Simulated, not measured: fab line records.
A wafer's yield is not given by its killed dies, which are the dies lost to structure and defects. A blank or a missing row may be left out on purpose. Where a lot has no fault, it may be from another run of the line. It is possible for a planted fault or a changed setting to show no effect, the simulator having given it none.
Matching of chambers || flow n5Finfet || 3 sister chambers for N5_BEOL_M3_PRE_CLEAN_60 on cvdCo-02
The step time 15 s. 3 wafers are shown with their chamber, then 10 later ones without.

== WAFERS WITH THEIR CHAMBER ==
{"wafer": "L090.6", "chamber": 1, "heaterPowerW (W)": 72}
{"wafer": "L093.1", "chamber": 2, "heaterPowerW (W)": 88}
{"wafer": "L093.3", "chamber": 0, "heaterPowerW (W)": 52}

== WAFERS WHOSE CHAMBER IS MISSING ==
{"wafer": "L093.6", "heaterPowerW (W)": 53}
{"wafer": "L091.2", "heaterPowerW (W)": 51}
{"wafer": "L091.3", "heaterPowerW (W)": 88}
{"wafer": "L091.6", "heaterPowerW (W)": 87}
{"wafer": "L095.2", "heaterPowerW (W)": 72}
{"wafer": "L095.3", "heaterPowerW (W)": 86}
{"wafer": "L095.6", "heaterPowerW (W)": 52}
{"wafer": "L094.1", "heaterPowerW (W)": 53}
{"wafer": "L094.2", "heaterPowerW (W)": 86}
{"wafer": "L094.5", "heaterPowerW (W)": 86}

== CHAMBER TAKEN BY EACH ==
{"wafer": "L093.6", "from the rows above": 0, "in truth": 0}
{"wafer": "L091.2", "from the rows above": 0, "in truth": 0}
{"wafer": "L091.3", "from the rows above": 2, "in truth": 2}
{"wafer": "L091.6", "from the rows above": 2, "in truth": 2}
{"wafer": "L095.2", "from the rows above": 1, "in truth": 1}
{"wafer": "L095.3", "from the rows above": 2, "in truth": 2}
{"wafer": "L095.6", "from the rows above": 0, "in truth": 0}
{"wafer": "L094.1", "from the rows above": 0, "in truth": 0}
{"wafer": "L094.2", "from the rows above": 2, "in truth": 2}
{"wafer": "L094.5", "from the rows above": 2, "in truth": 2}
Correct placement for 10 of the 10. Not placeable from these rows: 0. Number placed wrongly: 0.
How it was worked out, from the rows above alone: a wafer's distance from a chamber is the root of the sum, over the readings, of the square of ((its reading less the chamber's mean) divided by the reading's scatter). The wafer belongs to the nearest chamber; if the next one is less than 2 further off, it can't be placed. Each chamber's mean is taken over the wafers shown for it. The scatter: root of mean squared gap, hidden wafer to nearest shown wafer, with one shown wafer a chamber.
